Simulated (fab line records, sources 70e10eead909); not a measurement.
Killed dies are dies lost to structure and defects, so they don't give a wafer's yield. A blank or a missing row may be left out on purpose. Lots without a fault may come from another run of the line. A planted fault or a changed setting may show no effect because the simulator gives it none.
One fault seen from 2 desks | flow nand_harc | each desk has only its own numbers; what lay behind them comes last

THE TOOL OWNER'S DESK: rie_metal-03
The tool's own readings at NHARC_A_WL_FILL_ETCHBACK_04 (etches the open film in NF3, target depth 60 nm, time 120 s): means of the sampled wafers that have a number, for each lot that ran on this tool. A lot is out of limits, marked OUT, if its mean lies more than 4 standard deviations from the usual mean; the brackets give that distance.
Columns: A = drypump_motor_current_A at NHARC_A_WL_FILL_ETCHBACK_04, usual 5.7 A; B = oes_product_au at NHARC_A_WL_FILL_ETCHBACK_04, usual 0.997 a.u.; C = run_length_s at NHARC_A_WL_FILL_ETCHBACK_04, usual 141.4 s
lot  | first seen here | A   | B     | C
L770 | day 21 21:19    | 5.7 | 1.000 | 142.2
L776 | day 24 03:28    | 5.8 | 1.005 | 133.3 (-16) OUT
L779 | day 24 22:47    | 5.7 | 1.001 | 124.5 (-32) OUT
L785 | day 27 19:53    | 5.7 | 0.997 | 142.0
L787 | day 28 17:46    | 5.7 | 1.005 | 141.4
L788 | day 29 12:41    | 5.7 | 1.010 | 141.7
L790 | day 30 22:54    | 5.7 | 0.998 | 141.5
This desk's finding: out of limits on L776, L779; first on L776, day 24 03:28 (run_length_s at NHARC_A_WL_FILL_ETCHBACK_04). In limits: L770, L785, L787, L788, L790.

THE METROLOGY DESK
What the gauges read, lot by lot, whatever tool the lot ran on: means of the sampled wafers that have a number. A lot is out of limits, marked OUT, if its mean lies more than 4 standard deviations from the usual mean; the brackets give that distance.
Columns: A = cd_nm at NHARC_A_SLIT_CD_MEAS_09, usual 300.2 nm
lot  | first seen here | A
L769 | day 20 23:09    | 299.6
L771 | day 21 06:23    | 299.7
L770 | day 21 07:16    | 299.9
L772 | day 22 01:55    | 299.7
L776 | day 23 12:13    | 299.6
L777 | day 24 05:16    | 300.5
L779 | day 24 07:50    | 299.9
L781 | day 25 03:15    | 300.0
L785 | day 27 04:53    | 300.3
L787 | day 27 23:05    | 299.7
L788 | day 28 21:42    | 300.0
L790 | day 30 04:36    | 299.6
This desk's finding: nothing out of limits on any of the 12 lots.

PUT TOGETHER
The tool owner's desk could have raised an alarm at day 24 03:28, on L776, L779.
The metrology desk saw nothing out of limits.
The metrology desk has L776, L779 on record, within its limits.
Of the lots named, all ran NHARC_A_WL_FILL_ETCHBACK_04 on rie_metal-03.

WHAT THE SIMULATOR HAD PUT IN
Process parameter drift: rie_metal-03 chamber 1, from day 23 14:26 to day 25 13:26, at NHARC_A_WL_FILL_ETCHBACK_04. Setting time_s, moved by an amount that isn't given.
Lots struck among those shown: L776, L779.
Hours from the fault's start to each desk's first reading out of limits: the tool owner's desk, 13.
